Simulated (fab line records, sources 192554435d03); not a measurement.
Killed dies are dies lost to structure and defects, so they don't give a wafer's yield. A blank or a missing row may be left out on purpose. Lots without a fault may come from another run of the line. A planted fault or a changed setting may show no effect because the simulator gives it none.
A struck lot beside a sound one | flow n5_finfet | 16 steps out of a route of 1938
Sound: wafers L957.1, L957.4, L957.6. Struck: wafer L950.5. (L950.6 of the same lot was not struck and is left out.) The cause comes at the end.
At each step with rows: each side's tool, then ch and its chambers, then its first start. Under that, the readings that differ: sound wafers | struck wafers | difference of the means | sigmas: that difference in standard deviations of wafers without a fault.
alike: readings whose means differ by less than 2 such deviations, and words and numbers that are the same on both sides. not compared: withheld readings, readings that some wafer has no value for, bounds like >300 that may hide the same value, and numbers for which the record gives no deviation and whose values overlap.
The two part at a step that has a row with sigmas, a row that says differs or no value, or rows on one side only. Numbers that don't overlap but have no deviation are shown without sigmas and don't part them. A reading that every wafer of one side lacks parts them only if that side has two wafers or more.

N5_BEOL_M0_SAQP_HM_OPEN_112: chemistry CHF3/O2, target SiO2, stops on a-Si, target depth 12 nm, time 13.5 s.
  sound on rie_diel-05 ch 0,1,2, day 10 18:13; struck on rie_diel-06 ch 0, day 9 05:19
  alike: drypump_motor_current_A, oes_product_au, rf_fwd_power_W, rf_vpp_V, showerhead_plenum_p_Torr, throttle_valve_pct
  not compared: rf_hours_counter_h
then, 5 steps without rows for these wafers: N5_BEOL_M0_SAQP_STRIP_113 (strips in CHF3/O2); N5_BEOL_M0_SAQP_MANDREL_ETCH_20 (etches a-Si in HBr/Cl2, stops on SiNx, target depth 60 nm, bt time 10 s, time 30 s); N5_BEOL_M0_SAQP_STRIP_86 (strips in N2/H2); N5_BEOL_M0_SAQP_STRIP_115 (strips in post etch residue remover, time 60 s); N5_BEOL_M0_SAQP_SRD_93 (time 30 s).
N5_BEOL_M0_SAQP_RECESS_114: chemistry HF/NH3, target SiO2, target depth 14.4 nm, afs cycles 3, sublimation time 60 s.
  sound on vapor_etch-02 ch 0,1, day 10 18:32; struck on vapor_etch-02 ch 0, day 9 07:08
  alike: drypump_motor_current_A
N5_BEOL_M0_SAQP_SPACER1_ALD_98: deposits SiO2, target thk 12.8 nm, pulse time 1 s, purge time 2 s.
  sound on ald_sin-03 ch 0,1, day 10 18:55; struck on ald_sin-03 ch 2, day 9 07:30
  alike: heater_power_w, precursor_pulse_height_rel
then, 2 steps without rows for these wafers: N5_BEOL_M0_SAQP_SPACER1_ETCHBACK_99 (etches SiO2 in CHF3/O2, target depth 15.4 nm, time 7.7 s); N5_BEOL_M0_SAQP_MANDREL1_REMOVE_100 (chemistry HBr/Cl2/O2, target a-Si, stops on SiNx, bt time 10 s).
N5_BEOL_M0_SAQP_CD_MEAS_25: target cd 13.1 nm.
  sound on cd_sem-03 ch 0, day 10 19:35; struck on cd_sem-01 ch 0, day 9 07:58
  alike: cd_nm
N5_BEOL_M0_SAQP_ETCH_101: etches SiNx in CH3F/O2, target depth 29.9 nm, time 42.7 s.
  sound on rie_diel-06 ch 0,1,3, day 10 19:38; struck on rie_diel-05 ch 0, day 9 08:02
  alike: drypump_motor_current_A, oes_product_au, rf_fwd_power_W, rf_vpp_V, showerhead_plenum_p_Torr, throttle_valve_pct
  not compared: rf_hours_counter_h
N5_BEOL_M0_SAQP_ETCH_102: etches SiO2 in CF4, target depth 4 nm, time 4.4 s.
  sound on rie_si-04 ch 0,1,2, day 10 19:44; struck on rie_si-05 ch 0, day 9 08:07
  reading                  | sound             | struck | difference | sigmas
  oes_product_au (a.u.)    | 1.027 1.006 1.019 | 1.439  | +0.422     | +22
  model.etch.depth_nm (nm) | 3.975 3.976 4.058 | 6.829  | +2.826     |
  alike: drypump_motor_current_A, rf_fwd_power_W, throttle_valve_pct
  not compared: rf_hours_counter_h
N5_BEOL_M0_SAQP_MANDREL_ETCH_103: etches a-Si in HBr/Cl2, stops on SiCN, target depth 45 nm, bt time 10 s, time 27 s.
  sound on rie_si-04 ch 0,1,2, day 10 19:46; struck on rie_si-05 ch 0, day 9 08:10
  alike: drypump_motor_current_A, mfc_cl2_sccm, oes_product_au, rf_fwd_power_W, throttle_valve_pct
  not compared: rf_hours_counter_h
-- the record jumps here: 2 days lie between the struck wafers' starts before and after (it left off in module BEOL_M0_SAQP and takes up again in module BEOL_M4, whose first step shown is number 1111 of the route) --
N5_BEOL_M4_RC_MEAS_101:
  sound on prober-02 ch 0, day 12 22:10; struck on prober-02 ch 0, day 11 14:39
  alike: DIBL_N, DIBL_P, IOFF_N, IOFF_P, ION_N, ION_P, SS_N, SS_P, VT_N, VT_P
-- the record jumps here: 4 days lie between the struck wafers' starts before and after (it left off in module BEOL_M4 and takes up again in module PASSIVATION, whose first step shown is number 1936 of the route) --
N5_PASSIVATION_PROBE_49:
  sound on prober-02, day 17 13:56; struck on prober-01, day 15 23:57
  reading             | sound    | struck | difference | sigmas
  killed_at_M0_to_M3  | 35 28 49 | 65     | +28        | +3
  killed_at_front_end | 48 48 64 | 29     | -24        | -2
  alike: defect_limited_yield, killed_at_M4_up, killed_at_contacts, killed_at_other, killed_dies, killed_open, killed_short, sort_bin_5_function, sort_bin_6_memory, sort_n_pass, sort_yield_pct

WHERE THEY PART
First at N5_BEOL_M0_SAQP_ETCH_102; last, within this record, at N5_PASSIVATION_PROBE_49.

WHY: what the simulator had put in
Process parameter drift: rie_si-05, from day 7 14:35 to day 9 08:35, at N5_BEOL_M0_SAQP_ETCH_102. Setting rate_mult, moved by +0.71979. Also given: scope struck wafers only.
